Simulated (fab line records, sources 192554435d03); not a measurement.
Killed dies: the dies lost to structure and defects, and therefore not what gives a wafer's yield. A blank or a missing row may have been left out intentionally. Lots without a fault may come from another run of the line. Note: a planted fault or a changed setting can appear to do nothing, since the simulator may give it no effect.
Code-filled problem report in 8D (eight disciplines) form || flow n5_finfet || the parts of the form that need people (team, actions taken, sign-off) are left out

## 1. THE ISSUE
Mean of raw_defect_count at N5_BEOL_M0_INSPECT_127: 365 across 6 wafers in 2 lots; on wafers with no fault it is 59 (standard deviation 22). Relative to the usual mean, that is a shift of +14 standard deviations.
The step: inspects for defects (darkfield).
Seen first at day 9 10:46 on defect_inspect-02, wafer L878.1. At this step, 27 wafers from 9 lots have a number in the record. The rule behind "out" and "out of limits": a value lying over 4 standard deviations away from the usual mean. Any other wafer with a number is counted as sound.

## 2. WHAT IT IS, AND WHAT IT ISN'T
{"question": "which readings at this step", "is": "raw_defect_count", "is not": "-"}
{"question": "which lots", "is": "L878, L881", "is not": "L870, L871, L872, L873, L884, L885, L888"}
{"question": "which wafers of those lots", "is": "all that have a number", "is not": "-"}
{"question": "read on which gauges", "is": "defect_inspect-02", "is not": "defect_inspect-01"}
{"question": "when", "is": "from day 9 10:46", "is not": "up to then (12 sound wafers); but 9 sound wafers of L884, L885, L888 came after"}

## 3. WHAT RULES OUT EACH SUSPECT
Counting: a tool stays on the suspect list if, at a process step up to the reading, it processed all lots that are out and no sound lot following the first of them.
- the gauge at N5_BEOL_M0_INSPECT_127: kept. All the wafers that are out were read on defect_inspect-02, and no step on other tools shows them out.
- pecvd-02 at N5_BEOL_M0_PRE_CLEAN_124 (time 15 s): kept. All lots that are out passed through it, beginning with L878 at day 9 10:39, and no sound lot followed; its final sound lot before that point was L870 at day 7 14:11.
Left after counting: pecvd-02 at N5_BEOL_M0_PRE_CLEAN_124, defect_inspect-02 at N5_BEOL_M0_INSPECT_127.

## 4. THE CAUSE (what the simulator had put in)
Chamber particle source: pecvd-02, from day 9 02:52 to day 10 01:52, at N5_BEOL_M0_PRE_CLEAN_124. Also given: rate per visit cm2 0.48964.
Counting left 2 suspects, and this tool is among them.

## 5. THE CHAIN OF EFFECTS, in route order
One row per reading whose mean, taken over the struck wafers that have a number, lies over 3 standard deviations from the usual. Only readings whose record carries a usual standard deviation are examined. hours: median over the lots of the time between each lot's start at the first step of this table that gives one and its start at this step. sigmas: the change, counted in usual standard deviations.
{"hours": 0, "step": "N5_BEOL_M0_INSPECT_127", "reading": "raw_defect_count", "usual": 59, "on struck wafers": 365, "change": "+306", "sigmas": "+14"}
{"hours": 2, "step": "N5_BEOL_M1_INSPECT_13", "reading": "raw_defect_count", "usual": 349, "on struck wafers": 631, "change": "+282", "sigmas": "+3.8"}
{"hours": 3, "step": "N5_BEOL_M1_INSPECT_30", "reading": "raw_defect_count", "usual": 348, "on struck wafers": 646, "change": "+298", "sigmas": "+4.0"}
{"hours": 160, "step": "N5_PASSIVATION_PROBE_49", "reading": "defect_limited_yield", "usual": "91.2 %", "on struck wafers": 86.1, "change": -5.1, "sigmas": -3.4}
{"hours": 160, "step": "N5_PASSIVATION_PROBE_49", "reading": "killed_at_M0_to_M3", "usual": 33, "on struck wafers": 96, "change": "+62", "sigmas": "+6.5"}
{"hours": 160, "step": "N5_PASSIVATION_PROBE_49", "reading": "killed_dies", "usual": 104, "on struck wafers": 164, "change": "+60", "sigmas": "+3.5"}
{"hours": 160, "step": "N5_PASSIVATION_PROBE_49", "reading": "sort_bin_5_function", "usual": "5.2 %", "on struck wafers": 8.7, "change": "+3.5", "sigmas": "+3.7"}
{"hours": 160, "step": "N5_PASSIVATION_PROBE_49", "reading": "sort_n_pass", "usual": 1076, "on struck wafers": 1016, "change": -60, "sigmas": -3.5}
{"hours": 160, "step": "N5_PASSIVATION_PROBE_49", "reading": "sort_yield_pct", "usual": "91.2 %", "on struck wafers": 86.1, "change": -5.1, "sigmas": -3.4}
The process steps in it:
- N5_PASSIVATION_PROBE_49
Later steps that measure or inspect, where all struck wafers having a row at the step show a number for every such reading and not one has moved that far: N5_BEOL_M4_RC_MEAS_101.

## 6. WHAT WOULD HAVE CAUGHT IT SOONER
In this record the first reading out of limits at a measuring or inspecting step was taken at day 9 10:46, 8 hours after the fault began at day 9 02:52.
L881, from the lots that are out (2), started N5_BEOL_M0_PRE_CLEAN_124 on pecvd-02 later than day 9 10:46. A hold on the tool at that time would have spared it.
